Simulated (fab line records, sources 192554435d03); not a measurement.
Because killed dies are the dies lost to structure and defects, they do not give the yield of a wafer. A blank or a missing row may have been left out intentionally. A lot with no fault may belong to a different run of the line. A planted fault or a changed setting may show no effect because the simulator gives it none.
Matching of chambers || flow n5Finfet || N5_BEOL_M8_ETCH_62 on rieDiel-03 has 4 sister chambers
The step etches SOC in N2/H2, target depth 110 nm, overetch 22 nm, time 165 s. 8 wafers are shown with their chamber, then 9 later ones without.

EACH WAFER AND ITS CHAMBER
{"wafer": "L075.1", "chamber": 2, "drypumpMotorCurrentA (A)": 5.7, "showerheadPlenumPTorr (Torr)": 2.41}
{"wafer": "L081.4", "chamber": 3, "drypumpMotorCurrentA (A)": 5.8, "showerheadPlenumPTorr (Torr)": 2.58}
{"wafer": "L086.2", "chamber": 0, "drypumpMotorCurrentA (A)": 6.3, "showerheadPlenumPTorr (Torr)": 2.61}
{"wafer": "L086.4", "chamber": 2, "drypumpMotorCurrentA (A)": 5.8, "showerheadPlenumPTorr (Torr)": 2.40}
{"wafer": "L086.6", "chamber": 0, "drypumpMotorCurrentA (A)": 6.3, "showerheadPlenumPTorr (Torr)": 2.61}
{"wafer": "L087.1", "chamber": 1, "drypumpMotorCurrentA (A)": 4.8, "showerheadPlenumPTorr (Torr)": 2.44}
{"wafer": "L087.3", "chamber": 3, "drypumpMotorCurrentA (A)": 5.8, "showerheadPlenumPTorr (Torr)": 2.57}
{"wafer": "L087.5", "chamber": 1, "drypumpMotorCurrentA (A)": 4.8, "showerheadPlenumPTorr (Torr)": 2.44}

WAFERS MISSING THEIR CHAMBER
{"wafer": "L088.1", "drypumpMotorCurrentA (A)": 5.8, "showerheadPlenumPTorr (Torr)": 2.57}
{"wafer": "L088.2", "drypumpMotorCurrentA (A)": 4.8, "showerheadPlenumPTorr (Torr)": 2.44}
{"wafer": "L088.4", "drypumpMotorCurrentA (A)": 4.8, "showerheadPlenumPTorr (Torr)": 2.44}
{"wafer": "L089.2", "drypumpMotorCurrentA (A)": 5.8, "showerheadPlenumPTorr (Torr)": 2.39}
{"wafer": "L089.3", "drypumpMotorCurrentA (A)": 5.8, "showerheadPlenumPTorr (Torr)": 2.57}
{"wafer": "L089.5", "drypumpMotorCurrentA (A)": 5.8, "showerheadPlenumPTorr (Torr)": 2.39}
{"wafer": "L097.1", "drypumpMotorCurrentA (A)": 5.8, "showerheadPlenumPTorr (Torr)": 2.71}
{"wafer": "L097.3", "drypumpMotorCurrentA (A)": 5.8, "showerheadPlenumPTorr (Torr)": 2.56}
{"wafer": "L097.5", "drypumpMotorCurrentA (A)": 5.8, "showerheadPlenumPTorr (Torr)": 2.56}

THE CHAMBER EACH PASSED THROUGH
{"wafer": "L088.1", "from the rows above": 3, "in truth": 3}
{"wafer": "L088.2", "from the rows above": 1, "in truth": 1}
{"wafer": "L088.4", "from the rows above": 1, "in truth": 1}
{"wafer": "L089.2", "from the rows above": 2, "in truth": 2}
{"wafer": "L089.3", "from the rows above": 3, "in truth": 3}
{"wafer": "L089.5", "from the rows above": 2, "in truth": 2}
{"wafer": "L097.1", "from the rows above": 0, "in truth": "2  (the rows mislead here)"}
{"wafer": "L097.3", "from the rows above": 3, "in truth": 3}
{"wafer": "L097.5", "from the rows above": 3, "in truth": 3}
Correctly placed: 8 of 9. From these rows, 0 cannot be placed. Wrongly placed: 1.
How it was worked out, from the rows above alone: a wafer's distance from a chamber is the root of the sum, over the readings, of the square of ((its reading less the chamber's mean) divided by the reading's scatter). If the next closest chamber is less than 2 further off than the closest, the wafer can't be placed; otherwise it belongs to the closest. The mean given for a chamber averages the wafers shown for that chamber. How the scatter is found: for the shown wafers, subtract from each reading the mean of its chamber, square and add these, divide the total by (wafers less chambers), then take the root.
